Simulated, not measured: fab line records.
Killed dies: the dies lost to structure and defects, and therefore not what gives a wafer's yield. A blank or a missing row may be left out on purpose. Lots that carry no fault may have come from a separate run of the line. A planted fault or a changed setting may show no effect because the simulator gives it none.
Matching of chambers + flow n5Finfet + aldSin-01 running N5_SPACER0_ALD_08: 4 sister chambers
The step deposits SiNx, target thk 2 nm. 8 wafers are shown with their chamber, then 8 later ones without.

WAFERS WITH THEIR CHAMBER
| wafer  | chamber | heaterPowerW (W) | susceptorTempC (C) |
|--------|---------|------------------|--------------------|
| L082.2 | 2       | 791              | 400.14             |
| L086.5 | 0       | 797              | 400.09             |
| L090.5 | 1       | 780              | 399.90             |
| L090.6 | 0       | 802              | 399.71             |
| L093.2 | 3       | 870              | 400.16             |
| L093.4 | 1       | 788              | 400.03             |
| L093.5 | 3       | 865              | 400.10             |
| L094.1 | 2       | 792              | 399.83             |

WAFERS MISSING THEIR CHAMBER
| wafer  | heaterPowerW (W) | susceptorTempC (C) |
|--------|------------------|--------------------|
| L094.2 | 783              | 400.16             |
| L094.3 | 888              | 399.78             |
| L096.2 | 869              | 399.82             |
| L096.4 | 795              | 400.06             |
| L096.5 | 796              | 399.76             |
| L097.1 | 784              | 400.63             |
| L097.3 | 869              | 400.11             |
| L097.5 | 898              | 400.04             |

EACH ONE'S CHAMBER
| wafer  | from the rows above          | in truth |
|--------|------------------------------|----------|
| L094.2 | can't be placed: 1 or 2      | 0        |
| L094.3 | 3                            | 3        |
| L096.2 | 3                            | 3        |
| L096.4 | can't be placed: 2 or 0 or 1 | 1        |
| L096.5 | can't be placed: 0 or 2      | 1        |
| L097.1 | can't be placed: 1 or 2      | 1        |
| L097.3 | 3                            | 3        |
| L097.5 | 3                            | 3        |
4 of 8 placed correctly. Cannot be placed on the basis of these rows: 4; the candidates contain the true chamber in 2. Wrongly placed: 0.
How it was worked out, from the rows above alone: a wafer's distance from a chamber is the root of the sum, over the readings, of the square of ((its reading less the chamber's mean) divided by the reading's scatter). The wafer belongs to the nearest chamber; if the next one is less than 2 further off, it can't be placed. Each chamber's mean is taken over the wafers shown for it. How the scatter is found: for the shown wafers, subtract from each reading the mean of its chamber, square and add these, divide the total by (wafers less chambers), then take the root.
